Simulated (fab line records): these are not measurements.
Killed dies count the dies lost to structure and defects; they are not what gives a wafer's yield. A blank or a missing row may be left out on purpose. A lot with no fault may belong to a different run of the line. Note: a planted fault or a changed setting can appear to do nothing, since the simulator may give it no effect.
fab line records	flow nand-harc
record: lots: 12	wafers: 36	last-day: 33
route steps=1302 shown A_STAIRCASE@702 END@1302
lots untouched by any fault: they come from a run of this same line in which no faults occurred
start-h: the number of hours between the record's first day and the start of the first shown wafer of the lot	wait-h: hours from the lot's prior step to this one	" same as the row above	L1.1+2: one row covering several wafers at once	- either no value or no given start	* or withheld: withheld	< > ~ a bound
route shown NAME@n: a module of which the file shows steps, and the number in the route of the first	usual: mean/standard deviation of fault-free wafers	same: alike in all rows	chamber/n: place in a boat	sites: each site's reading	_std_site: how widely they spread, as a standard deviation	_edge_site: outer sites' mean less inner sites'	radius-mm: how far each site lies from the wafer's centre	mask NAME#n: copy n	behind: the last tool/chamber to shape the wafer	hold: cause of the lot's hold/its duration in hours/its outcome	device: the transistor (n, p or np) that didn't switch	end of line: tests of these same wafers at the route's end	step lacking rows: just its recipe	killed: count of dies lost to structure and defects at first sort (not the wafer's yield)	map: a wafer's dies, x killed, . not, _ none there
set.NAME: the run value of the setting; set.NAME@STEP: its run value at that earlier step	model.NAME: the simulator's own value behind a step, which no gauge read
route steps across a sampled set of lots; one table per step, one row per wafer
services: the hour from which a tool's chamber was out of use, counted from the record's first day as start-h (under 0 if before that day), plus the number of hours and why
== steps ==
step: NHARC_A_STAIRCASE_ETCH_188
recipe: target-depth-a: 1000	time-s: 40.5	ion-energy-ev: 400	c4f8-flow-sccm: 20	o2-flow-sccm: 10	ar-flow-sccm: withheld	rf-w: 600	bias-w: 1000	chemistry: C4F8/O2
usual: oes-product-au: 0.949/0.011	rf-vpp-V: 896/6.7	run-length-s: 61.8/0.48
lot.wafer	tool	chamber	start-h	wait-h	oes-product-au	rf-hours-counter-h	rf-vpp-V	run-length-s
L967.4	rie-diel-08	2	-	-	0.962	0	893	61.8
L967.3	"	3	"	"	0.949	0	887	61.6
L967.2	"	0	"	"	0.958	0	889	62.3
L968.4	rie-diel-02	0	-	-	0.941	48	903	62.1
L968.1	"	2	"	"	0.968	48	892	61.3
L968.3	"	3	"	"	0.957	47	905	61.6
L969.2	rie-diel-09	1	-	-	0.965	26	904	61.2
L969.1	"	3	"	"	0.941	26	887	62.3
L969.6	"	0	"	"	0.942	-	890	61.7
L970.2	rie-diel-02	2	-	-	0.931	3	892	61.5
L970.6	"	0	"	"	0.945	-	904	62.2
L970.4	"	1	"	"	0.938	-	896	61.9
L971.3	rie-diel-08	0	-	-	0.933	15	887	62.1
L971.5	"	0	"	"	0.942	-	887	62.2
L971.6	"	1	"	"	0.957	-	897	62.8
L974.1	rie-diel-09	3	-	-	0.946	38	888	62.7
L974.4	"	0	"	"	0.948	35	888	61.7
L974.5	"	3	"	"	0.946	-	888	62.6
L976.3	rie-diel-08	3	-	-	0.956	30	887	61.4
L976.1	"	1	"	"	0.946	30	898	62.5
L976.5	"	0	"	"	0.932	-	886	62.5
L979.1	rie-diel-02	2	-	-	0.931	31	892	60.9
L979.2	"	3	"	"	0.957	19	903	61.5
L979.6	"	3	"	"	0.949	-	905	62.2
L981.3	rie-diel-02	2	-	-	0.945	43	890	61.2
L981.6	"	1	"	"	0.964	-	896	62.1
L981.5	"	2	"	"	0.943	-	891	61.4
L986.4	rie-diel-09	0	-	-	0.969	14	889	62.1
L986.1	"	2	"	"	0.951	11	904	62.2
L986.5	"	1	"	"	0.964	-	902	61.0
L988.1	rie-diel-08	1	-	-	0.958	4	895	62.3
L988.4	"	2	"	"	0.945	2	892	61.5
L988.6	"	1	"	"	0.954	-	895	62.5
L989.1	rie-diel-08	1	-	-	0.955	8	895	62.9
L989.4	"	2	"	"	0.951	7	890	61.8
L989.3	"	3	"	"	0.937	7	906	61.8
step: NHARC_A_STAIRCASE_TRIM_193
recipe: time-s: 211.2	o2-flow-sccm: 500	ar-flow-sccm: 0	bias-w: 0	chemistry: O2
usual: drypump-motor-current-A: 5.8/0.52	oes-product-au: 1.002/0.0095	rf-vpp-V: 57.8/0.99	showerhead-plenum-p-Torr: 3.53/0.19	throttle-valve-pct: 17.035/0.0097
lot.wafer	tool	chamber	start-h	wait-h	drypump-motor-current-A	oes-product-au	rf-hours-counter-h	rf-vpp-V	showerhead-plenum-p-Torr	throttle-valve-pct
L967.2	rie-diel-08	1	-	-	6.2	1.009	0	57.1	3.55	17.031
L967.4	"	2	"	"	5.4	1.008	0	57.0	3.43	17.038
L967.3	"	3	"	"	6.2	0.998	0	56.3	3.32	17.030
L968.4	rie-diel-02	3	-	-	6.5	1.016	48	58.9	3.78	17.035
L968.1	"	0	"	"	5.8	0.996	49	58.8	3.75	17.042
L968.3	"	1	"	"	6.1	1.022	48	58.6	3.54	17.022
L969.2	rie-diel-09	0	-	-	5.2	0.991	25	59.2	3.38	17.056
L969.1	"	1	"	"	5.8	1.011	26	58.1	3.73	17.022
L969.6	"	3	"	"	6.4	1.018	-	57.3	3.31	17.037
L970.2	rie-diel-02	2	-	-	6.0	0.993	3	58.3	3.42	17.048
L970.6	"	1	"	"	6.2	0.995	-	59.9	3.53	17.033
L970.4	"	2	"	"	6.0	0.992	-	57.5	3.42	17.032
L971.3	rie-diel-08	1	-	-	6.2	1.000	14	58.6	3.55	17.039
L971.6	"	0	"	"	4.9	0.993	-	57.0	3.28	17.040
L971.5	"	1	"	"	6.2	1.003	-	58.1	3.55	17.035
L974.4	rie-diel-09	3	-	-	6.4	0.998	38	57.5	3.30	17.036
L974.1	"	0	"	"	5.2	1.006	35	58.3	3.37	17.043
L974.5	"	1	"	"	5.7	1.003	-	56.8	3.72	17.035
L976.3	rie-diel-08	3	-	-	6.2	1.000	30	56.5	3.30	17.045
L976.1	"	2	"	"	5.5	1.015	31	58.2	3.41	17.037
L976.5	"	3	"	"	6.2	0.994	-	56.3	3.30	17.030
L979.1	rie-diel-02	2	-	-	6.1	0.992	31	57.2	3.41	17.034
L979.2	"	0	"	"	5.8	0.996	31	58.0	3.73	17.039
L979.6	"	1	"	"	6.1	1.006	-	57.5	3.52	17.011
L981.3	rie-diel-02	3	-	-	6.6	0.991	32	57.9	3.76	17.054
L981.5	"	3	"	"	6.6	0.999	-	57.9	3.76	17.036
L981.6	"	0	"	"	5.7	1.003	-	60.0	3.72	17.033
L986.4	rie-diel-09	1	-	-	5.8	0.999	11	59.8	3.71	17.055
L986.1	"	2	"	"	5.2	1.002	11	57.7	3.73	17.031
L986.5	"	0	"	"	5.2	1.013	-	59.3	3.35	17.035
L988.1	rie-diel-08	1	-	-	6.2	0.999	4	56.7	3.52	17.047
L988.4	"	2	"	"	5.4	0.995	3	57.3	3.40	17.031
L988.6	"	3	"	"	6.2	1.004	-	59.4	3.81	17.031
L989.4	rie-diel-08	1	-	-	6.2	1.000	9	58.4	3.52	17.043
L989.1	"	2	"	"	5.5	0.994	7	57.4	3.39	17.041
L989.3	"	3	"	"	6.2	0.986	7	56.9	3.80	17.029
step: NHARC_A_STAIRCASE_TRIM_196
recipe: time-s: 211.2	o2-flow-sccm: 500	ar-flow-sccm: 0	bias-w: 0	chemistry: O2
usual: drypump-motor-current-A: 5.8/0.52	oes-product-au: 1.001/0.0093	rf-vpp-V: 57.8/0.95	showerhead-plenum-p-Torr: 3.50/0.18	throttle-valve-pct: 17.036/0.0095
lot.wafer	tool	chamber	start-h	wait-h	drypump-motor-current-A	oes-product-au	rf-hours-counter-h	rf-vpp-V	showerhead-plenum-p-Torr	throttle-valve-pct
L967.3	rie-diel-08	2	378.93	0.1	5.5	1.004	0	59.7	3.43	17.028
L967.2	"	3	"	"	6.2	1.005	0	57.8	3.32	17.031
L967.4	"	0	"	"	4.9	0.989	0	56.3	3.29	17.059
L968.3	rie-diel-08	1	387.87	0.1	6.2	1.001	3	59.1	3.55	17.044
L968.4	"	2	"	"	5.4	1.012	3	58.4	3.43	17.045
L968.1	"	0	"	"	4.9	0.994	3	59.1	3.29	17.038
L969.1	rie-diel-08	1	410.03	0.1	6.2	1.011	11	57.8	3.55	17.032
L969.2	"	2	"	"	5.5	1.004	9	57.8	3.42	17.031
L969.6	"	0	"	"	4.9	0.989	-	56.6	3.28	17.049
L970.2	rie-diel-08	1	416.35	0.1	6.1	1.010	13	57.7	3.55	17.031
L970.4	"	2	"	"	5.4	1.002	11	58.2	3.42	17.039
L970.6	"	1	"	"	6.2	1.010	-	57.7	3.55	17.031
L971.3	rie-diel-02	2	419.73	0.1	6.0	0.995	5	57.5	3.42	17.006
L971.5	"	1	"	"	6.1	0.996	-	59.8	3.53	17.031
L971.6	"	0	"	"	5.8	1.002	-	58.4	3.74	17.041
L974.4	rie-diel-09	0	441.01	0.1	5.3	0.996	36	57.9	3.37	17.034
L974.1	"	2	"	"	5.2	0.994	42	58.2	3.75	17.039
L974.5	"	0	"	"	5.2	0.991	-	56.7	3.37	17.036
L976.1	rie-diel-02	2	469.28	0.1	6.0	0.996	25	58.1	3.41	17.039
L976.3	"	0	"	"	5.7	1.002	23	57.3	3.73	17.037
L976.5	"	3	"	"	6.6	1.018	-	57.3	3.77	17.044
L979.2	rie-diel-02	1	487.08	0.1	6.1	0.999	32	57.6	3.52	17.039
L979.1	"	2	"	"	6.0	0.992	31	56.6	3.41	17.027
L979.6	"	3	"	"	6.6	1.007	-	59.4	3.77	17.034
L981.3	rie-diel-09	1	513.94	0.1	5.8	1.012	2	58.5	3.71	17.032
L981.6	"	3	"	"	6.4	1.015	-	57.5	3.29	17.034
L981.5	"	0	"	"	5.2	1.017	-	57.4	3.36	17.046
L986.1	rie-diel-09	1	546.89	0.1	5.8	1.001	11	58.8	3.71	17.034
L986.4	"	2	"	"	5.2	0.996	11	58.1	3.73	17.043
L986.5	"	0	"	"	5.2	1.016	-	58.0	3.36	17.048
L988.1	rie-diel-08	0	569.92	0.1	4.9	0.978	3	58.0	3.81	17.059
L988.4	"	3	"	"	6.2	0.992	3	59.2	3.81	17.042
L988.6	"	0	"	"	4.9	0.995	-	58.4	3.81	17.040
L989.3	rie-diel-08	2	594.28	0.1	5.4	0.991	7	57.4	3.39	17.033
L989.1	"	3	"	"	6.3	0.983	7	57.9	3.80	17.039
L989.4	"	0	"	"	4.9	0.982	8	56.4	3.80	17.031
step: NHARC_A_STAIRCASE_ETCH_199
recipe: target-depth-a: 1000	time-s: 40.5	ion-energy-ev: 400	c4f8-flow-sccm: 20	o2-flow-sccm: 10	ar-flow-sccm: withheld	rf-w: 600	bias-w: 1000	chemistry: C4F8/O2
usual: oes-product-au: 0.949/0.011	rf-vpp-V: 895/6.7	run-length-s: 61.9/0.48
lot.wafer	tool	chamber	start-h	wait-h	oes-product-au	rf-hours-counter-h	rf-vpp-V	run-length-s
L967.3	rie-diel-08	1	379.34	-	0.952	1	897	62.4
L967.4	"	2	"	"	0.952	1	891	62.1
L967.2	"	3	"	"	0.949	1	888	61.8
L968.3	rie-diel-08	2	388.29	-	0.945	3	892	61.6
L968.1	"	3	"	"	0.945	2	888	61.5
L968.4	"	1	"	"	0.955	3	897	62.3
L969.1	rie-diel-08	0	410.44	-	0.949	12	887	62.1
L969.2	"	1	"	"	0.962	11	897	62.5
L969.6	"	3	"	"	0.966	-	887	61.5
L970.4	rie-diel-08	2	416.76	-	0.960	11	894	61.6
L970.2	"	0	"	"	0.940	15	887	62.3
L970.6	"	2	"	"	0.973	-	892	61.4
L971.3	rie-diel-02	1	420.22	-	0.949	6	896	61.5
L971.5	"	2	"	"	0.953	-	893	61.4
L971.6	"	1	"	"	0.951	-	897	61.6
L974.4	rie-diel-09	3	441.41	-	0.943	38	888	62.5
L974.1	"	1	"	"	0.951	39	904	61.2
L974.5	"	3	"	"	0.943	-	886	62.6
L976.1	rie-diel-02	2	469.70	-	0.952	26	891	61.0
L976.3	"	0	"	"	0.962	24	902	62.0
L976.5	"	2	"	"	0.955	-	892	61.0
L979.1	rie-diel-02	0	487.54	-	0.959	31	902	63.6
L979.2	"	1	"	"	0.936	33	895	63.6
L979.6	"	3	"	"	0.946	-	904	63.0
L981.3	rie-diel-09	2	514.34	-	0.967	1	903	61.9
L981.5	"	3	"	"	0.958	-	886	62.4
L981.6	"	0	"	"	0.949	-	889	61.7
L986.4	rie-diel-09	1	547.33	-	0.952	11	902	61.3
L986.1	"	2	"	"	0.935	11	902	61.8
L986.5	"	2	"	"	0.949	-	905	61.8
L988.4	rie-diel-08	1	570.35	-	0.934	4	896	62.3
L988.1	"	0	"	"	0.948	3	908	62.4
L988.6	"	2	"	"	0.937	-	891	61.4
L989.1	rie-diel-08	2	594.70	-	0.939	7	890	61.8
L989.4	"	3	"	"	0.929	8	906	62.4
L989.3	"	0	"	"	0.937	8	906	62.2
step: NHARC_END_SORT_01
recipe: temp-c: 25
usual: killed-at-array: 64/20	killed-at-other: 0.7/1.1	killed-at-periphery: 3.6/2.7	killed-dies: 68/20	killed-open: 2.8/1.9	killed-short: 2.3/1.5
same: gross-dies: 677
lot.wafer	tool	chamber	start-h	wait-h	killed-at-array	killed-at-other	killed-at-periphery	killed-dies	killed-open	killed-short
L968.1	prober-02	0	571.61	2.5	64	0	4	68	1	4
L968.3	prober-02	0	573.21	3.1	75	0	2	77	1	1
L968.4	prober-02	0	574.01	3.4	73	0	1	74	2	2
L967.2	prober-01	0	580.14	2.8	110	0	2	112	3	3
L967.3	prober-01	0	580.93	3.1	106	1	1	108	2	5
L967.4	prober-01	0	581.72	3.4	112	1	2	115	0	5
L969.1	prober-02	0	610.81	2.5	54	0	2	56	2	1
L969.2	prober-02	0	611.63	2.8	47	0	4	51	4	1
L969.6	prober-02	0	614.87	4.1	60	0	4	64	0	6
L974.1	prober-01	0	637.66	2.5	87	0	4	91	1	1
L974.4	prober-01	0	640.06	3.4	95	1	6	102	4	3
L974.5	prober-01	0	640.86	3.7	78	1	2	81	1	1
L970.2	prober-02	0	638.52	2.8	49	2	4	55	2	2
L970.4	prober-02	0	640.12	3.4	56	3	5	64	3	3
L970.6	prober-02	0	641.73	4.0	54	3	1	58	1	1
L971.3	prober-01	0	647.07	3.1	53	3	6	62	3	3
L971.5	prober-01	0	648.68	3.7	60	2	1	63	7	4
L971.6	prober-01	0	649.48	4.0	61	3	4	68	4	2
L976.1	prober-02	0	664.22	2.5	15	0	2	17	2	1
L976.3	prober-02	0	665.84	3.1	14	2	1	17	3	2
L976.5	prober-02	0	667.47	3.7	22	0	1	23	4	2
L979.1	prober-01	0	696.64	2.5	38	0	9	47	1	1
L979.2	prober-01	0	697.44	2.8	43	0	12	55	3	3
L979.6	prober-01	0	700.65	4.0	49	2	7	58	4	2
L981.3	prober-02	0	705.67	3.1	102	1	6	109	6	5
L981.5	prober-02	0	707.29	3.7	110	0	3	113	2	5
L981.6	prober-02	0	708.10	4.0	92	0	3	95	1	3
L986.1	prober-02	0	767.82	2.5	45	0	2	47	2	0
L986.4	prober-02	0	770.21	3.4	61	0	2	63	3	4
L986.5	prober-02	0	771.01	3.7	59	0	2	61	0	2
L988.1	prober-01	0	784.89	2.5	65	1	2	68	5	3
L988.4	prober-01	0	787.26	3.4	60	1	3	64	3	5
L988.6	prober-01	0	788.84	4.0	59	0	2	61	3	2
L989.1	prober-01	0	792.63	2.5	55	1	4	60	4	3
L989.3	prober-01	0	794.22	3.1	51	1	5	57	3	4
L989.4	prober-01	0	795.02	3.4	51	1	4	56	6	1
killed by level:class
L968.1 A_CHANNEL_HOLE_D1:chamber-film-flake=28 A_CHANNEL_HOLE_D2:chamber-film-flake=21 A_CHANNEL_FILL_D1:chamber-film-flake=5 A_STAIRCASE:chamber-film-flake=3 A_CONTACT:chamber-film-flake=3 P_CONTACT:geometric-particle:short=1 P_M0:geometric-particle:short=1 A_SOURCE_PLATE:geometric-particle:short=1
L968.3 A_CHANNEL_HOLE_D2:chamber-film-flake=42 A_CHANNEL_HOLE_D1:chamber-film-flake=27 A_CHANNEL_FILL_D1:chamber-film-flake=3 P_M0:chamber-film-flake=2 A_CHANNEL_FILL_D1:geometric-particle:short=1 A_M0:geometric-particle:open=1 A_CONTACT:chamber-film-flake=1
L968.4 A_CHANNEL_HOLE_D2:chamber-film-flake=32 A_CHANNEL_HOLE_D1:chamber-film-flake=29 A_CONTACT:chamber-film-flake=4 A_CHANNEL_FILL_D1:chamber-film-flake=2 A_ONON_D2:geometric-particle:short=1 A_ONON_D2:geometric-particle:open=1 A_CHANNEL_HOLE_D2:geometric-particle:short=1 A_CHANNEL_FILL_D2:geometric-particle:open=1
L967.2 A_CHANNEL_HOLE_D1:chamber-film-flake=32 A_SLIT:chamber-film-flake=30 A_CHANNEL_HOLE_D2:chamber-film-flake=29 A_STAIRCASE:chamber-film-flake=8 A_CONTACT:chamber-film-flake=4 P_GATE:chamber-film-flake=2 A_SOURCE_PLATE:geometric-particle:short=1 A_DECK1_JOINT:geometric-particle:short=1
L967.3 A_CHANNEL_HOLE_D2:chamber-film-flake=33 A_CHANNEL_HOLE_D1:chamber-film-flake=28 A_SLIT:chamber-film-flake=24 A_STAIRCASE:chamber-film-flake=7 A_CONTACT:chamber-film-flake=6 A_DECK1_JOINT:geometric-particle:short=2 A_CHANNEL_HOLE_D1:geometric-particle:short=1 A_ONON_D2:geometric-particle:open=1
L967.4 A_CHANNEL_HOLE_D1:chamber-film-flake=39 A_CHANNEL_HOLE_D2:chamber-film-flake=33 A_SLIT:chamber-film-flake=23 A_STAIRCASE:chamber-film-flake=9 A_WL_FILL:geometric-particle:short=2 A_ZERO_WELL:chamber-film-flake=2 A_CONTACT:chamber-film-flake=2 A_CHANNEL_FILL_D1:geometric-particle:short=1
L969.1 A_CHANNEL_HOLE_D2:chamber-film-flake=37 A_STAIRCASE:chamber-film-flake=4 A_CONTACT:chamber-film-flake=4 A_M1:chamber-film-flake=3 A_CHANNEL_HOLE_D1:chamber-film-flake=2 A_SGD_CUT:chamber-film-flake=2 P_CONTACT:geometric-particle:open=1 A_ONON_D2:geometric-particle:short=1
L969.2 A_CHANNEL_HOLE_D2:chamber-film-flake=33 A_SGD_CUT:chamber-film-flake=4 A_STAIRCASE:chamber-film-flake=3 P_ZERO_WELL:chamber-film-flake=2 A_CHANNEL_HOLE_D1:chamber-film-flake=2 P_CONTACT:geometric-particle:open=1 P_M0:geometric-particle:open=1 A_ONON_D1:geometric-particle:open=1
L969.6 A_CHANNEL_HOLE_D2:chamber-film-flake=37 A_SGD_CUT:chamber-film-flake=7 A_STAIRCASE:chamber-film-flake=5 A_M1:chamber-film-flake=3 P_ZERO_WELL:chamber-film-flake=2 A_CONTACT:chamber-film-flake=2 P_BONDPAD:geometric-particle:short=1 A_ONON_D1:geometric-particle:short=1
L974.1 A_CHANNEL_HOLE_D1:chamber-film-flake=29 A_CHANNEL_HOLE_D2:chamber-film-flake=29 A_SLIT:chamber-film-flake=24 P_BONDPAD:chamber-film-flake=3 A_CONTACT:chamber-film-flake=2 A_SOURCE_PLATE:geometric-particle:open=1 A_WL_FILL:geometric-particle:short=1 P_GATE:chamber-film-flake=1
L970.2 A_CHANNEL_HOLE_D1:chamber-film-flake=29 A_CHANNEL_HOLE_D2:chamber-film-flake=13 A_CHANNEL_FILL_D1:chamber-film-flake=2 A_CONTACT:chamber-film-flake=2 THIN_TSV:chamber-film-flake=2 P_CONTACT:geometric-particle:open=1 P_M0:geometric-particle:open=1 A_CHANNEL_FILL_D1:geometric-particle:short=1
L974.4 A_CHANNEL_HOLE_D1:chamber-film-flake=33 A_CHANNEL_HOLE_D2:chamber-film-flake=26 A_SLIT:chamber-film-flake=23 P_GATE:chamber-film-flake=3 A_WL_FILL:chamber-film-flake=3 A_WL_FILL:geometric-particle:short=2 A_STAIRCASE:chamber-film-flake=2 A_CONTACT:chamber-film-flake=2
L970.4 A_CHANNEL_HOLE_D1:chamber-film-flake=25 A_CHANNEL_HOLE_D2:chamber-film-flake=15 A_CHANNEL_FILL_D1:chamber-film-flake=4 A_SLIT:chamber-film-flake=3 THIN_TSV:chamber-film-flake=3 P_GATE:chamber-film-flake=2 A_STAIRCASE:chamber-film-flake=2 A_CONTACT:chamber-film-flake=2
L974.5 A_SLIT:chamber-film-flake=30 A_CHANNEL_HOLE_D1:chamber-film-flake=23 A_CHANNEL_HOLE_D2:chamber-film-flake=21 P_BONDPAD:chamber-film-flake=2 A_CHANNEL_FILL_D2:geometric-particle:short=1 A_CONTACT:geometric-particle:open=1 A_WL_FILL:chamber-film-flake=1 A_CONTACT:chamber-film-flake=1
L970.6 A_CHANNEL_HOLE_D1:chamber-film-flake=33 A_CHANNEL_HOLE_D2:chamber-film-flake=11 THIN_TSV:chamber-film-flake=3 A_WL_FILL:chamber-film-flake=2 A_CONTACT:chamber-film-flake=2 A_M1:chamber-film-flake=2 A_CHANNEL_FILL_D2:geometric-particle:short=1 A_CONTACT:geometric-particle:open=1
L971.3 A_CHANNEL_HOLE_D1:chamber-film-flake=31 A_CHANNEL_HOLE_D2:chamber-film-flake=9 A_CONTACT:chamber-film-flake=5 P_M1:chamber-film-flake=4 A_ZERO_WELL:chamber-film-flake=2 THIN_TSV:chamber-film-flake=2 P_STI:geometric-particle:open=1 A_CHANNEL_FILL_D1:geometric-particle:short=1
L971.5 A_CHANNEL_HOLE_D1:chamber-film-flake=32 A_CHANNEL_HOLE_D2:chamber-film-flake=12 A_CONTACT:chamber-film-flake=4 A_SLIT:chamber-film-flake=3 A_WL_FILL:geometric-particle:open=2 A_M0:geometric-particle:open=2 P_M0:geometric-particle:open=1 A_DECK1_JOINT:geometric-particle:short=1
L971.6 A_CHANNEL_HOLE_D1:chamber-film-flake=35 A_CHANNEL_HOLE_D2:chamber-film-flake=10 A_CONTACT:chamber-film-flake=6 THIN_TSV:chamber-film-flake=3 A_ZERO_WELL:chamber-film-flake=2 A_CHANNEL_FILL_D1:chamber-film-flake=2 P_M0:geometric-particle:open=1 P_M0:geometric-particle:short=1
L976.1 A_CONTACT:chamber-film-flake=4 A_SLIT:chamber-film-flake=3 A_BLC:geometric-particle:open=2 A_CHANNEL_HOLE_D1:chamber-film-flake=2 A_BONDPAD:chamber-film-flake=2 A_DECK1_JOINT:geometric-particle:short=1 P_GATE:chamber-film-flake=1 P_BONDPAD:chamber-film-flake=1
L976.3 A_CHANNEL_HOLE_D1:chamber-film-flake=5 A_STAIRCASE:chamber-film-flake=4 A_M0:geometric-particle:open=2 STARTING-WAFER:geometric-particle:short=2 A_DECK1_JOINT:geometric-particle:open=1 P_BONDPAD:chamber-film-flake=1 A_CHANNEL_HOLE_D2:chamber-film-flake=1 A_BONDPAD:chamber-film-flake=1
L976.5 A_CHANNEL_HOLE_D1:chamber-film-flake=6 A_CONTACT:chamber-film-flake=3 A_SLIT:chamber-film-flake=2 A_STAIRCASE:chamber-film-flake=2 A_BONDPAD:chamber-film-flake=2 A_ONON_D2:geometric-particle:open=1 A_CHANNEL_FILL_D2:geometric-particle:short=1 A_WL_FILL:geometric-particle:open=1
L979.1 A_CHANNEL_HOLE_D1:chamber-film-flake=30 P_STI:chamber-film-flake=4 A_STAIRCASE:chamber-film-flake=4 P_ZERO_WELL:chamber-film-flake=3 A_CONTACT:chamber-film-flake=2 P_CONTACT:geometric-particle:short=1 A_ONON_D1:geometric-particle:open=1 P_CONTACT:chamber-film-flake=1
L979.2 A_CHANNEL_HOLE_D1:chamber-film-flake=29 P_CONTACT:chamber-film-flake=5 P_STI:chamber-film-flake=4 A_CONTACT:chamber-film-flake=4 A_SLIT:chamber-film-flake=2 A_CHANNEL_FILL_D2:chamber-film-flake=2 P_GATE:geometric-particle:short=1 P_M0:geometric-particle:short=1
L979.6 A_CHANNEL_HOLE_D1:chamber-film-flake=27 A_SLIT:chamber-film-flake=5 A_CONTACT:chamber-film-flake=5 A_CHANNEL_HOLE_D2:chamber-film-flake=4 A_CHANNEL_FILL_D2:chamber-film-flake=3 P_ZERO_WELL:chamber-film-flake=2 P_GATE:geometric-particle:open=1 P_M0:geometric-particle:short=1
L981.3 A_CHANNEL_HOLE_D1:chamber-film-flake=39 A_SLIT:chamber-film-flake=29 A_CHANNEL_HOLE_D2:chamber-film-flake=16 P_GATE:chamber-film-flake=5 A_CONTACT:chamber-film-flake=4 A_STAIRCASE:chamber-film-flake=3 P_M1:geometric-particle:open=1 A_SOURCE_PLATE:geometric-particle:open=1
L981.5 A_CHANNEL_HOLE_D1:chamber-film-flake=35 A_SLIT:chamber-film-flake=35 A_CHANNEL_HOLE_D2:chamber-film-flake=25 A_ZERO_WELL:chamber-film-flake=3 A_CONTACT:chamber-film-flake=3 A_CHANNEL_FILL_D1:geometric-particle:short=2 A_BLC:chamber-film-flake=2 P_M0:geometric-particle:short=1
L981.6 A_CHANNEL_HOLE_D1:chamber-film-flake=33 A_SLIT:chamber-film-flake=28 A_CHANNEL_HOLE_D2:chamber-film-flake=22 A_CONTACT:chamber-film-flake=4 P_GATE:geometric-particle:short=1 A_CHANNEL_FILL_D1:geometric-particle:short=1 A_BLC:geometric-particle:short=1 A_BLC:geometric-particle:open=1
L986.1 A_CHANNEL_HOLE_D2:chamber-film-flake=25 A_CHANNEL_HOLE_D1:chamber-film-flake=9 A_CONTACT:chamber-film-flake=5 A_SLIT:chamber-film-flake=4 A_STAIRCASE:chamber-film-flake=2 P_GATE:geometric-particle:open=1 P_CONTACT:geometric-particle:open=1
L986.4 A_CHANNEL_HOLE_D2:chamber-film-flake=20 A_CHANNEL_HOLE_D1:chamber-film-flake=17 A_CONTACT:chamber-film-flake=5 A_STAIRCASE:chamber-film-flake=5 A_SLIT:chamber-film-flake=5 P_GATE:chamber-film-flake=2 A_CHANNEL_FILL_D2:chamber-film-flake=2 A_ONON_D1:geometric-particle:open=1
L986.5 A_CHANNEL_HOLE_D2:chamber-film-flake=26 A_CHANNEL_HOLE_D1:chamber-film-flake=16 A_SLIT:chamber-film-flake=7 A_STAIRCASE:chamber-film-flake=3 A_CONTACT:chamber-film-flake=3 A_CHANNEL_HOLE_D1:geometric-particle:short=1 A_WL_FILL:geometric-particle:short=1 P_STI:chamber-film-flake=1
L988.1 A_CHANNEL_HOLE_D2:chamber-film-flake=32 A_CHANNEL_HOLE_D1:chamber-film-flake=18 A_SLIT:chamber-film-flake=6 P_M0:geometric-particle:open=2 A_WL_FILL:geometric-particle:short=2 A_CHANNEL_FILL_D1:chamber-film-flake=2 A_ONON_D1:geometric-particle:open=1 A_DECK1_JOINT:geometric-particle:open=1
L988.4 A_CHANNEL_HOLE_D2:chamber-film-flake=19 A_CHANNEL_HOLE_D1:chamber-film-flake=15 A_SLIT:chamber-film-flake=9 A_CHANNEL_FILL_D1:chamber-film-flake=5 A_STAIRCASE:chamber-film-flake=4 P_M2:geometric-particle:open=2 A_WL_FILL:chamber-film-flake=2 A_ONON_D1:geometric-particle:short=1
L988.6 A_CHANNEL_HOLE_D2:chamber-film-flake=25 A_CHANNEL_HOLE_D1:chamber-film-flake=11 A_SLIT:chamber-film-flake=10 A_CHANNEL_FILL_D1:chamber-film-flake=4 A_STAIRCASE:chamber-film-flake=2 P_CONTACT:geometric-particle:open=1 A_CHANNEL_FILL_D1:geometric-particle:short=1 A_CHANNEL_FILL_D2:geometric-particle:short=1
L989.1 A_SLIT:chamber-film-flake=37 A_CONTACT:chamber-film-flake=8 P_M2:chamber-film-flake=4 A_SGD_CUT:geometric-particle:short=2 A_DECK1_JOINT:geometric-particle:open=1 A_CHANNEL_FILL_D2:geometric-particle:open=1 A_SGD_CUT:geometric-particle:open=1 A_WL_FILL:geometric-particle:short=1
L989.3 A_SLIT:chamber-film-flake=37 A_CONTACT:chamber-film-flake=5 A_CHANNEL_HOLE_D2:chamber-film-flake=3 P_M2:chamber-film-flake=2 P_GATE:geometric-particle:open=1 P_M0:geometric-particle:short=1 P_M1:geometric-particle:short=1 A_ONON_D1:geometric-particle:open=1
L989.4 A_SLIT:chamber-film-flake=36 P_M2:chamber-film-flake=3 A_CONTACT:chamber-film-flake=3 A_M1:geometric-particle:open=2 A_CHANNEL_FILL_D1:chamber-film-flake=2 P_M1:geometric-particle:open=1 A_ONON_D1:geometric-particle:open=1 A_CHANNEL_FILL_D1:geometric-particle:open=1
== services ==
tool	chamber	start-h	hours	kind
rie-diel-08	-	367.86	9.0	pm
rie-diel-08	0	367.86	9.0	vent-cycle
rie-diel-08	1	367.86	9.0	vent-cycle
rie-diel-08	2	367.86	9.0	vent-cycle
rie-diel-08	3	367.86	9.0	vent-cycle
rie-diel-08	0	376.86	-	clean
rie-diel-08	1	376.86	-	clean
rie-diel-08	2	376.86	-	clean
rie-diel-08	3	376.86	-	clean
rie-diel-08	3	380.36	3.6	repair
rie-diel-02	-	395.90	9.0	pm
rie-diel-08	0	401.40	-	clean
rie-diel-08	1	401.40	-	clean
rie-diel-08	2	401.40	-	clean
rie-diel-08	3	401.40	-	clean
rie-diel-02	3	411.54	20.9	repair
rie-diel-08	0	425.98	-	clean
rie-diel-08	1	425.98	-	clean
rie-diel-08	2	425.98	-	clean
rie-diel-09	-	456.73	0.4	repair
rie-diel-09	0	463.90	4.9	repair
rie-diel-09	-	497.16	9.0	pm
rie-diel-08	-	547.65	9.0	pm
rie-diel-02	-	572.90	9.0	pm
== key ==
first-sign: step: NHARC_A_STAIRCASE_ETCH_199	reading: run-length-s	direction: up	sigmas: 3.1	usual: *	struck: *
effect none on later readings
met-at NHARC_A_STAIRCASE_ETCH_199
struck-lots L979
tester-left-out L979
not-acting-at NHARC_A_STAIRCASE_ETCH_188,NHARC_A_STAIRCASE_TRIM_193,NHARC_A_STAIRCASE_TRIM_196
onset-between 469.70 487.54
fault: kind: process-parameter-drift	tool: rie-diel-02	chamber: -	onset-h: 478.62	steps: NHARC_A_STAIRCASE_ETCH_199	channel: time-s	offset: *	shape: step	end-h: 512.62	acts-in: *	stated: *
tester-left-out: of these lots the tester's yield and bins aren't shown, on N5 and GAA mostly nor the transistor test; their killed dies are dies lost to structure and defects alone, not to doping, threshold or leakage, so they don't give the yield
